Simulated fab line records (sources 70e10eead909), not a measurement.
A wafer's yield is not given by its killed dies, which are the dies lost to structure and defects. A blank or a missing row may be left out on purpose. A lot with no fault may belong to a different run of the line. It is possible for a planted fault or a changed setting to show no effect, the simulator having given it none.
Comparing a struck lot with a sound one ; flow nandHarc ; 33 steps out of a route of 1159
Sound: the wafers L557.2, L557.5, L557.6. Wafers L570.2, L570.5, L570.6 were the ones struck. The cause is given at the end.
At each step with rows: each side's tool, then ch and its chambers, then its first start. Under that, the readings that differ: sound wafers ; struck wafers ; difference of the means ; sigmas: that difference in standard deviations of wafers without a fault.
alike: readings whose means differ by less than 2 such deviations, and words and numbers that are the same on both sides. not compared: withheld readings, readings that some wafer has no value for, bounds like >300 that may hide the same value, and numbers for which the record gives no deviation and whose values overlap.
Wherever a step has rows on one side only, a row that says differs or no value, or a row with sigmas, the two part there. Numbers that have no deviation but don't overlap get no sigmas and don't part them. A reading that every wafer of one side lacks parts them only if that side has two wafers or more.

first, 8 steps without rows for these wafers: NHARC_A_BLC_EBR_06; NHARC_A_BLC_EXPOSE_07 (exposes mask A BLC, target cd 100 nm); NHARC_A_BLC_PEB_08 (peb time 65 s); NHARC_A_BLC_DEVELOP_09 (develop time 35 s); NHARC_A_BLC_DESCUM_15 (chemistry O2, time 3 s); NHARC_A_BLC_ETCH_16 (etches the open film in CF4, target depth 39 nm, time 65 s); NHARC_A_BLC_ETCH_17 (etches the open film in N2/H2, target depth 390 nm, time 609.38 s); NHARC_A_BLC_ETCH_18 (etches the open film in C4F8/O2/Ar, target depth 910 nm).
NHARC_A_BLC_STRIP_29: strips in CF4.
  sound on rieDiel-08 ch 1,2,3, day 17 08:04; struck on rieDiel-08 ch 1,2, day 21 19:58
  alike: chamberPressureMTorr, drypumpMotorCurrentA, oesProductAu, rfVppV, showerheadPlenumPTorr, throttleValvePct
  not compared: rfHoursCounterH
then, 23 steps without rows for these wafers: NHARC_A_BLC_STRIP_21 (strips in O2); NHARC_A_BLC_STRIP_22 (strips in post etch residue remover, time 600 s); NHARC_A_BLC_DEGAS_30 (time 60 s); NHARC_A_BLC_PRE_CLEAN_31 (time 15 s); NHARC_A_BLC_PVD_32 (deposits Ti, target thk 5 nm, time 17.7 s); NHARC_A_BLC_ALD_23 (deposits TiN, target thk 3 nm, pulse time 1 s, ald cycles 150); NHARC_A_BLC_CVD_24 (deposits W, target thk 150 nm, time 434 s); NHARC_A_BLC_CMP_25 (polishes, t overpolish 30 s, target thk 150 nm); NHARC_A_BLC_SRD_27; NHARC_A_M0_DEP_00 (deposits SiOC, target thk 150 nm); NHARC_A_M0_DEHYDRATE_01 (time 120 s); NHARC_A_M0_HMDS_02 (time 30 s); NHARC_A_M0_COAT_33 (time 65 s); NHARC_A_M0_COAT_03 (resist thk 90 nm); NHARC_A_M0_SOFTBAKE_04 (time 55 s); NHARC_A_M0_EBR_05; NHARC_A_M0_EXPOSE_06 (exposes mask A M0, target cd 80 nm); NHARC_A_M0_PEB_07 (peb time 65 s); NHARC_A_M0_DEVELOP_08 (develop time 35 s); NHARC_A_M0_DESCUM_14 (chemistry O2, time 3 s); NHARC_A_M0_ETCH_34 (etches the open film in N2/H2, target depth 40 nm, overetch 12 nm, time 43.94 s); NHARC_A_M0_ETCH_15 (etches the open film in C4F8/Ar, target depth 150 nm, overetch 15 nm, time 82.5 s); NHARC_A_M0_STRIP_18 (strips in N2/H2).
-- record jumps: 2 days between struck wafers' starts before vs after; left off in module A_M0, resumes in module END, first step shown is number 1159 of the route --
NHARC_END_SORT_01:
  only the struck wafers appear in the record here, on prober-02 ch 0 at day 23 21:22; the sound ones have no rows

WHERE THEY PART
NHARC_END_SORT_01 only, going by this record.

WHY: what the simulator had put in
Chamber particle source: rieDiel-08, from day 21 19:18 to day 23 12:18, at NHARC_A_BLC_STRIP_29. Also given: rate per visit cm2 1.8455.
